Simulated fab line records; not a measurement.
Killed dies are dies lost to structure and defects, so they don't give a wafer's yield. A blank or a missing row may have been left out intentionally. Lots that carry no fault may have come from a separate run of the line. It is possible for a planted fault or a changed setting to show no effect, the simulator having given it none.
Matching of chambers ; flow n5Finfet ; pecvd-03 running N5_BEOL_M1_PECVD_72: 3 sister chambers
The step deposits SiO2 from TEOS/O2, target thk 16 nm, time 18 s. 6 wafers are shown with their chamber, then 12 later ones without.

== EACH WAFER AND ITS CHAMBER ==
wafer;chamber;throttleValvePct (%);showerheadPlenumPTorr (Torr)
L084.5;0;21.4;8.76
L089.4;0;21.4;8.79
L089.5;1;23.9;8.71
L092.2;2;22.8;8.89
L092.3;2;22.6;8.91
L092.4;1;23.9;8.74

== WAFERS WITHOUT THEIR CHAMBER ==
wafer;throttleValvePct (%);showerheadPlenumPTorr (Torr)
L093.1;22.9;8.90
L093.3;22.8;8.87
L093.6;22.8;8.88
L094.1;23.0;8.90
L094.2;23.7;8.73
L094.3;23.7;8.71
L094.4;22.7;8.89
L094.5;24.1;8.75
L094.6;22.6;8.90
L097.1;23.8;8.75
L097.3;22.7;8.91
L097.5;23.0;8.91

== THE CHAMBER EACH PASSED THROUGH ==
wafer;from the rows above;in truth
L093.1;2;2
L093.3;2;2
L093.6;2;2
L094.1;2;2
L094.2;1;1
L094.3;1;1
L094.4;2;2
L094.5;1;1
L094.6;2;2
L097.1;1;1
L097.3;2;2
L097.5;2;2
Placed correctly: 12 of 12. Left unplaced by these rows: 0. 0 placed wrongly.
How it was worked out, from the rows above alone: a wafer's distance from a chamber is the root of the sum, over the readings, of the square of ((its reading less the chamber's mean) divided by the reading's scatter). The wafer belongs to the nearest chamber; if the next one is less than 2 further off, it can't be placed. A chamber's mean is the mean of its shown wafers. The scatter: the root of (the sum of the squares of (reading less its chamber's mean) over the shown wafers, divided by (wafers less chambers)).
